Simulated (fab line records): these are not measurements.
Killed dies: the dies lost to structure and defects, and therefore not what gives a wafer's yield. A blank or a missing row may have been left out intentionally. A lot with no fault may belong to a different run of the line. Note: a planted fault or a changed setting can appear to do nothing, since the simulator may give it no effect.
fab line records	flow nand-harc
record: lots: 11	wafers: 33	last-day: 23
route steps=1159 shown P_M2@344 P_BONDPAD@351 END@1159
lots that met no fault: taken from a fault-free run of the same line
start-h: hours from the record's opening day to when the first of the lot's shown wafers began	wait-h: hours from the lot's prior step to this one	" unchanged from the row above	L1.1+2: several wafers, shown together as one row	- no value, or no start was given	* or withheld: withheld	< > ~ a bound
route shown NAME@n: names a module that has steps shown in the file, with the first one's number in the route	usual: mean/standard deviation of fault-free wafers	same: alike in all rows	chamber/n: place in a boat	sites: readings site by site	_std_site: standard deviation across them	_edge_site: mean of outer sites minus mean of inner sites	radius-mm: for every site, how far away it sits from the centre of the wafer	mask NAME#n: copy n	behind: the last tool/chamber to shape the wafer	hold: what put the lot on hold/how long, in hours/how the hold closed	device: the transistor (n, p or np) that didn't switch	end of line: the route-end tests of the same wafers	step lacking rows: just its recipe	killed: at the first sort, the dies lost to defects and structure; wafer yield is something else	map: a wafer's dies, x killed, . not, _ none there
set.NAME: setting as actually run; set.NAME@STEP: the setting as run at that earlier step	model.NAME: the simulator's own value behind a step, which no gauge read
the route's steps for a sample of lots (tables are steps, rows are wafers)
services: when a tool's chamber went out of use (start-h, in hours from the record's first day, below 0 if earlier), for how many hours, and the reason
== steps ==
step: NHARC_P_M2_CMP_23
recipe: t-overpolish-s: 20	target-thk-nm: 144.3
usual: motor-current-A: 12.0/0.72	time-to-endpoint-s: 29.7/3
lot.wafer	tool	chamber	start-h	wait-h	motor-current-A	time-to-endpoint-s
L105.2	cmp-01	2	117.60	-	12.0	29.3
L105.4	"	1	"	"	12.3	24.8
L105.6	"	2	"	"	11.3	27.8
L106.3	cmp-01	1	139.97	-	12.9	30.0
L106.1	"	2	"	"	11.8	31.3
L106.6	"	3	"	"	12.0	28.4
L107.1	cmp-03	0	140.29	-	12.2	37.4
L107.2	"	1	"	"	11.9	27.2
L107.6	"	3	"	"	12.1	31.5
L108.4	cmp-04	1	150.72	-	12.0	27.6
L108.2	"	0	"	"	12.9	24.9
L108.5	"	2	"	"	11.9	27.9
L109.1	cmp-04	2	154.63	-	11.4	27.1
L109.5	"	1	"	"	11.4	31.2
L109.6	"	2	"	"	11.8	30.7
L112.2	cmp-04	2	169.06	-	11.8	30.4
L112.4	"	1	"	"	11.7	30.2
L112.6	"	2	"	"	11.9	28.4
L115.3	cmp-03	0	184.89	-	12.4	36.6
L115.2	"	1	"	"	11.3	23.0
L115.5	"	0	"	"	12.4	34.3
L118.1	cmp-04	2	200.64	-	11.7	31.1
L118.5	"	1	"	"	11.7	30.1
L118.6	"	2	"	"	12.0	29.8
L117.1	cmp-04	0	201.42	-	13.5	24.0
L117.2	"	2	"	"	11.9	25.6
L117.5	"	3	"	"	12.6	30.0
L120.2	cmp-04	0	218.18	-	12.8	25.4
L120.6	"	2	"	"	11.6	29.3
L120.5	"	3	"	"	11.4	34.4
L126.3	cmp-03	3	252.26	-	12.6	32.6
L126.1	"	1	"	"	11.6	30.5
L126.6	"	2	"	"	12.9	32.1
step: NHARC_P_BONDPAD_DEP_00
recipe: target-thk-a: 2500	temp-c: 370	target-thk-nm: 250	pressure-torr: 3	flow-sccm: 200	rf-w: 450	material: SiCN
usual: heater-power-w: 535/95	rf-fwd-power-W: 448.8/1.4
lot.wafer	tool	chamber	start-h	wait-h	heater-power-w	rf-fwd-power-W	since-wet-clean-h
L105.2	pecvd-01	0	-	-	617	448.4	50
L105.4	"	0	"	"	477	447.9	-
L105.6	"	2	"	"	447	449.1	-
L106.1	pecvd-01	0	140.95	-	574	448.9	72
L106.3	"	1	"	"	653	449.1	72
L106.6	"	0	"	"	601	448.4	-
L107.1	pecvd-04	1	-	-	542	450.0	114
L107.2	"	2	"	"	689	448.3	114
L107.6	"	2	"	"	704	451.3	-
L108.2	pecvd-01	0	-	-	533	448.8	83
L108.4	"	0	"	"	563	447.7	-
L108.5	"	1	"	"	562	447.7	-
L109.1	pecvd-03	0	155.72	-	601	450.4	32
L109.6	"	2	"	"	375	446.6	-
L109.5	"	0	"	"	591	449.9	-
L112.2	pecvd-03	1	170.14	-	641	452.3	46
L112.4	"	0	"	"	546	448.5	-
L112.6	"	2	"	"	376	450.0	-
L115.3	pecvd-01	2	185.97	-	433	448.8	117
L115.2	"	0	"	"	605	448.5	117
L115.5	"	0	"	"	486	449.3	-
L118.1	pecvd-03	1	201.65	-	559	450.5	78
L118.6	"	2	"	"	423	446.4	-
L118.5	"	0	"	"	592	444.5	-
L117.1	pecvd-03	0	202.53	-	606	449.3	79
L117.2	"	1	"	"	645	448.9	79
L117.5	"	0	"	"	612	448.9	-
L120.2	pecvd-01	2	-	-	421	449.8	150
L120.6	"	0	"	"	584	446.7	-
L120.5	"	1	"	"	603	450.3	-
L126.1	pecvd-01	2	253.27	-	356	448.0	3
L126.3	"	0	"	"	561	448.6	3
L126.6	"	1	"	"	567	448.7	-
step: NHARC_P_BONDPAD_ETCH_37
recipe: target-depth-a: 600	overetch-a: 180	time-s: 65.91	ion-energy-ev: 200	n2-flow-sccm: 150	h2-flow-sccm: 150	ar-flow-sccm: 0	rf-w: 400	bias-w: 150	chemistry: N2/H2
usual: drypump-motor-current-A: 5.4/0.41	oes-product-au: 0.990/0.01	rf-fwd-power-W: 395.9/1.5	rf-vpp-V: 431.5/1.9	showerhead-plenum-p-Torr: 2.07/0.06	throttle-valve-pct: 14.169/0.0093
lot.wafer	tool	chamber	start-h	wait-h	drypump-motor-current-A	oes-product-au	rf-fwd-power-W	rf-hours-counter-h	rf-vpp-V	showerhead-plenum-p-Torr	throttle-valve-pct
L105.2	rie-diel-06	2	120.20	0.1	5.4	1.012	396.5	18	433.6	2.17	14.161
L105.4	"	3	"	"	4.9	0.995	395.0	-	433.6	2.16	14.162
L105.6	"	2	"	"	5.5	1.004	396.6	-	433.6	2.17	14.173
L106.3	rie-diel-04	1	142.48	0.1	5.2	0.975	396.9	1	428.4	2.00	14.167
L106.1	"	2	"	"	4.9	0.990	397.0	1	433.1	2.10	14.155
L106.6	"	3	"	"	5.3	0.998	398.0	-	433.1	2.10	14.180
L107.1	rie-diel-04	2	142.80	0.1	4.9	0.995	395.5	1	432.7	2.10	14.176
L107.2	"	3	"	"	5.3	0.991	397.3	2	430.9	2.10	14.180
L107.6	"	2	"	"	4.9	0.990	398.4	-	432.2	2.10	14.173
L108.4	rie-diel-04	0	153.14	0.1	6.0	0.975	394.4	3	432.8	2.09	14.175
L108.2	"	3	"	"	5.3	0.983	394.9	3	431.3	2.10	14.187
L108.5	"	1	"	"	5.3	0.983	396.7	-	430.1	2.00	14.181
L109.1	rie-diel-04	0	157.16	0.1	6.0	0.987	394.8	4	431.1	2.09	14.188
L109.6	"	2	"	"	4.8	0.994	392.2	-	432.6	2.10	14.167
L109.5	"	3	"	"	5.3	1.001	397.6	-	433.6	2.10	14.174
L112.2	rie-diel-06	1	171.63	0.1	5.7	0.999	395.6	37	428.2	2.00	14.170
L112.4	"	3	"	"	4.8	0.992	397.3	34	434.2	2.15	14.146
L112.6	"	1	"	"	5.6	0.992	396.5	-	428.8	2.00	14.179
L115.3	rie-diel-04	2	187.49	0.1	4.8	0.996	394.4	6	432.9	2.10	14.166
L115.2	"	0	"	"	6.0	0.999	394.3	7	431.0	2.09	14.160
L115.5	"	2	"	"	4.8	1.003	394.9	-	432.6	2.10	14.167
L118.1	rie-diel-04	3	203.17	0.1	5.3	0.993	394.4	7	433.7	2.10	14.174
L118.5	"	3	"	"	5.3	1.003	396.4	-	431.4	2.10	14.170
L118.6	"	0	"	"	6.0	0.858	395.0	-	430.9	2.09	14.172
L117.1	rie-diel-04	1	203.92	0.1	5.2	0.985	395.3	8	429.1	2.00	14.165
L117.2	"	2	"	"	4.9	0.993	395.3	7	433.2	2.10	14.164
L117.5	"	0	"	"	6.0	0.851	395.7	-	431.5	2.09	14.160
L120.2	rie-diel-04	2	220.92	0.1	4.9	0.989	393.1	9	434.0	2.10	14.165
L120.5	"	3	"	"	5.3	0.990	394.2	-	433.2	2.10	14.174
L120.6	"	0	"	"	6.0	0.839	395.5	-	433.2	2.09	14.174
L126.1	rie-diel-13	3	254.88	0.1	5.5	1.000	396.0	53	425.9	1.90	14.161
L126.3	"	0	"	"	5.9	0.996	396.9	56	426.8	1.88	14.161
L126.6	"	2	"	"	5.3	0.986	398.8	-	428.8	2.01	14.152
step: NHARC_P_BONDPAD_ETCH_24
recipe: target-depth-a: 300	over-etch-frac: 0.3	time-s: 72.99	ion-energy-ev: 150	cf4-flow-sccm: 50	n2-flow-sccm: 100	ar-flow-sccm: 150	rf-w: 300	bias-w: 100	chemistry: CF4/N2
usual: drypump-motor-current-A: 5.4/0.41	oes-product-au: 0.987/0.0087	rf-fwd-power-W: 297.1/0.97	rf-vpp-V: 314.8/1.5	showerhead-plenum-p-Torr: 2.67/0.071	throttle-valve-pct: 19.795/0.0084
lot.wafer	tool	chamber	start-h	wait-h	drypump-motor-current-A	oes-product-au	rf-fwd-power-W	rf-hours-counter-h	rf-vpp-V	showerhead-plenum-p-Torr	throttle-valve-pct
L105.2	rie-diel-06	0	120.72	0.1	5.6	0.992	297.6	19	315.5	2.70	19.786
L105.4	"	0	"	"	5.7	0.991	298.6	-	314.9	2.70	19.787
L105.6	"	2	"	"	5.5	1.004	297.0	-	317.6	2.78	19.777
L106.3	rie-diel-13	3	-	-	5.5	0.990	297.8	9	311.5	2.47	19.796
L106.1	"	1	"	"	6.1	0.992	298.5	8	315.1	2.65	19.791
L106.6	"	2	"	"	5.3	0.989	298.9	-	313.0	2.61	19.807
L107.2	rie-diel-04	3	-	-	5.3	0.982	297.5	2	315.5	2.70	19.787
L107.1	"	0	"	"	6.0	0.984	296.5	2	316.4	2.69	19.810
L107.6	"	0	"	"	6.1	0.977	295.7	-	315.9	2.69	19.802
L108.2	rie-diel-06	1	-	-	5.7	0.997	296.6	30	313.9	2.58	19.793
L108.4	"	3	"	"	4.8	0.990	296.9	28	316.3	2.76	19.785
L108.5	"	1	"	"	5.7	0.996	297.3	-	314.0	2.58	19.790
L109.1	rie-diel-04	0	-	-	6.0	0.992	297.9	4	315.5	2.69	19.806
L109.6	"	2	"	"	4.9	0.985	296.6	-	315.2	2.70	19.794
L109.5	"	3	"	"	5.3	0.997	296.9	-	315.8	2.70	19.789
L112.4	rie-diel-04	2	-	-	4.9	0.984	297.0	5	314.8	2.70	19.783
L112.2	"	0	"	"	6.0	0.976	297.5	6	314.6	2.69	19.790
L112.6	"	2	"	"	4.9	0.985	297.8	-	315.4	2.70	19.798
L115.3	rie-diel-06	2	-	-	5.5	0.989	298.2	38	317.2	2.77	19.799
L115.2	"	1	"	"	5.7	0.998	297.9	41	314.1	2.57	19.784
L115.5	"	3	"	"	4.8	0.994	297.3	-	316.8	2.76	19.812
L118.1	rie-diel-04	0	-	-	6.0	0.979	297.6	8	313.9	2.68	19.786
L118.5	"	0	"	"	6.0	0.988	298.3	-	315.1	2.68	19.796
L118.6	"	1	"	"	5.3	0.980	297.5	-	313.2	2.58	19.797
L117.1	rie-diel-04	3	-	-	5.3	0.990	298.7	7	316.0	2.70	19.804
L117.2	"	2	"	"	4.9	0.993	298.1	7	315.5	2.70	19.787
L117.5	"	3	"	"	5.3	0.985	298.8	-	315.1	2.70	19.787
L120.2	rie-diel-04	3	-	-	5.3	0.999	298.2	9	315.6	2.70	19.792
L120.6	"	1	"	"	5.3	0.981	297.9	-	312.7	2.58	19.781
L120.5	"	2	"	"	4.8	0.997	296.0	-	316.0	2.70	19.789
L126.1	rie-diel-04	2	-	-	4.9	0.994	297.1	12	316.5	2.70	19.790
L126.3	"	0	"	"	6.0	0.976	296.4	13	317.2	2.68	19.797
L126.6	"	3	"	"	5.3	0.995	298.1	-	316.1	2.70	19.803
step: NHARC_END_SORT_01
recipe: temp-c: 25
usual: defect-limited-yield: 95.7/1.2	killed-at-array: 25/7.8	killed-at-other: 0.6/0.81	killed-at-periphery: 3.3/2.2	killed-dies: 29/8.2	killed-open: 3.5/1.9	killed-short: 1.8/1.3	sort_bin_2_pct: 1.3/0.5	sort_bin_3_pct: 0.23/0.21	sort_bin_4_pct: 2.8/0.9	sort-n-pass: 648/8.2	sort-rim-yield-pct: 94.3/2.8	sort-yield-pct: 95.7/1.2
same: gross-dies: 677	sort_bin_5_pct[%]: 0	sort_bin_6_pct[%]: 0	sort_bin_7_pct[%]: 0	sort_bin_8_pct[%]: 0	sort-rim-n-gross: 106.00
lot.wafer	tool	chamber	start-h	wait-h	defect-limited-yield[%]	killed-at-array	killed-at-other	killed-at-periphery	killed-dies	killed-open	killed-short	sort_bin_2_pct[%]	sort_bin_3_pct[%]	sort_bin_4_pct[%]	sort-n-pass	sort-rim-yield-pct[%]	sort-yield-pct[%]
L112.2	prober-02	0	491.06	2.8	95.6	21	3	6	30	4	2	1.0	0.44	3.0	647	97.2	95.6
L112.4	prober-02	0	492.64	3.4	94.1	35	1	4	40	7	3	1.8	0	4.1	637	92.5	94.1
L112.6	prober-02	0	494.22	3.9	96.3	24	0	1	25	2	3	0.9	0.15	2.7	652	96.2	96.3
killed by level:class
L112.2 A_SLIT:chamber-film-flake=13 P_GATE:chamber-film-flake=6 A_CHANNEL_FILL_D1:chamber-film-flake=2 A_CONTACT:chamber-film-flake=2 A_SOURCE_PLATE:geometric-particle:open=1 A_CHANNEL_FILL_D1:geometric-particle:open=1 A_WL_FILL:geometric-particle:short=1 A_M0:geometric-particle:open=1
L112.4 A_SLIT:chamber-film-flake=16 A_CONTACT:geometric-particle:open=5 A_CONTACT:chamber-film-flake=5 A_CHANNEL_HOLE_D1:chamber-film-flake=4 A_WL_FILL:geometric-particle:short=2 P_GATE:geometric-particle:open=1 P_M1:geometric-particle:open=1 A_CHANNEL_FILL_D1:geometric-particle:short=1
L112.6 A_SLIT:chamber-film-flake=13 A_CONTACT:chamber-film-flake=5 A_CHANNEL_HOLE_D1:chamber-film-flake=2 P_M1:geometric-particle:short=1 A_SOURCE_PLATE:geometric-particle:short=1 A_SGD_CUT:geometric-particle:short=1 A_WL_FILL:geometric-particle:open=1 A_M1:geometric-particle:open=1
== services ==
tool	chamber	start-h	hours	kind
pecvd-03	-	101.39	1.3	repair
cmp-04	-	104.48	0.5	repair
cmp-04	-	105.16	4.0	pm
pecvd-03	-	111.00	13.0	pm
rie-diel-04	-	112.00	9.0	pm
rie-diel-06	1	114.89	7.5	repair
rie-diel-06	0	134.51	4.2	repair
cmp-03	-	156.00	4.0	pm
cmp-03	-	164.57	2.1	repair
rie-diel-06	2	166.59	1.2	repair
cmp-03	-	174.44	0.8	repair
pecvd-01	-	175.13	0.7	repair
rie-diel-04	-	184.48	1.1	repair
cmp-03	-	201.41	2.5	repair
cmp-04	-	203.20	4.0	pm
cmp-03	-	216.00	3.0	repair
rie-diel-06	2	225.22	6.5	repair
cmp-03	-	225.73	1.2	repair
cmp-04	-	228.07	6.0	repair
pecvd-01	-	237.00	13.0	pm
rie-diel-06	2	239.20	17.2	repair
rie-diel-06	-	241.58	9.0	pm
cmp-03	-	241.58	0.7	repair
cmp-03	-	254.00	4.0	pm
== key ==
first-sign: step: NHARC_P_BONDPAD_ETCH_37	reading: oes-product-au	direction: down	sigmas: 14	usual: 0.990	struck: 0.850
effect none on later readings
met-at NHARC_P_BONDPAD_ETCH_37
struck-lots L117,L118,L120
struck-wafers L117.5,L118.6,L120.6
not-acting-at NHARC_P_M2_CMP_23,NHARC_P_BONDPAD_DEP_00,NHARC_P_BONDPAD_ETCH_24
onset-between 187.49 203.17
fault: kind: process-parameter-drift	tool: rie-diel-04	chamber: 0	onset-h: 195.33	steps: NHARC_P_BONDPAD_ETCH_37	channel: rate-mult	offset: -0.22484	shape: step	end-h: 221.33
